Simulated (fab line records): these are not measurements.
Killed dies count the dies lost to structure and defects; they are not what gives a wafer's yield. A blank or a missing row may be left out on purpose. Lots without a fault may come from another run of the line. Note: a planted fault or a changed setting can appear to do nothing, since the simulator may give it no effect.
Chamber matching	flow nand-harc	NHARC_P_STI_ETCH_15 on rie-si-05: 4 sister chambers
The step etches the open film in HBr/Cl2, target depth 300 nm, time 100.1 s. 14 wafers are shown with their chamber, then 7 later ones without.

WAFERS PAIRED WITH THEIR CHAMBERS
wafer	chamber	drypump-motor-current-A (A)	rf-fwd-power-W (W)	oes-product-au (a.u.)
L076.1	0	5.4	395.9	1.003
L076.5	2	5.7	398.2	1.008
L076.6	3	5.3	397.6	1.019
L088.2	3	5.3	395.0	1.003
L088.3	1	5.2	396.8	0.994
L088.6	3	5.3	395.2	1.000
L090.4	2	5.7	397.2	0.993
L090.5	3	5.3	396.0	1.007
L090.6	2	5.7	399.3	0.998
L091.1	0	5.4	397.2	0.997
L091.3	2	5.7	396.1	0.988
L091.4	3	5.2	394.9	0.983
L094.4	2	5.6	399.0	1.000
L094.5	2	5.6	398.7	0.984

SIGNATURES (averages over the wafers above)
reading	chamber 0	chamber 1	chamber 2	chamber 3	scatter within a chamber
drypump-motor-current-A	5.400	5.200	5.667	5.280	0.0462
rf-fwd-power-W	396.550	396.800	398.083	395.740	1.16
oes-product-au	1.00000	0.99400	0.99517	1.00240	0.0104
Rule: a wafer's distance from a chamber is the root of the sum, over the readings, of the square of ((its reading less the chamber's mean) divided by the reading's scatter). If the next closest chamber is less than 2 further off than the closest, the wafer can't be placed; otherwise it belongs to the closest. The scatter is the square root of a quotient: the sum, over the shown wafers, of each reading's squared deviation from its chamber's mean, divided by wafers minus chambers.

WAFERS MISSING THEIR CHAMBER
wafer	drypump-motor-current-A (A)	rf-fwd-power-W (W)	oes-product-au (a.u.)
L094.6	5.1	398.8	1.005
L095.1	5.1	397.5	1.003
L095.2	5.7	398.9	0.996
L095.4	5.1	399.2	1.016
L097.1	5.7	396.8	1.004
L097.2	5.4	396.6	1.003
L097.4	5.1	396.8	1.010

CHAMBER TAKEN BY EACH
wafer	from the rows above	in truth
L094.6	can't be placed: 1 or 3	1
L095.1	can't be placed: 1 or 3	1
L095.2	2	2
L095.4	can't be placed: 1 or 3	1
L097.1	2	2
L097.2	0	0
L097.4	can't be placed: 1 or 3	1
3 of 7 placed correctly. Can't be placed from these rows: 4 (the true chamber is among the candidates in 4). 0 placed wrongly.
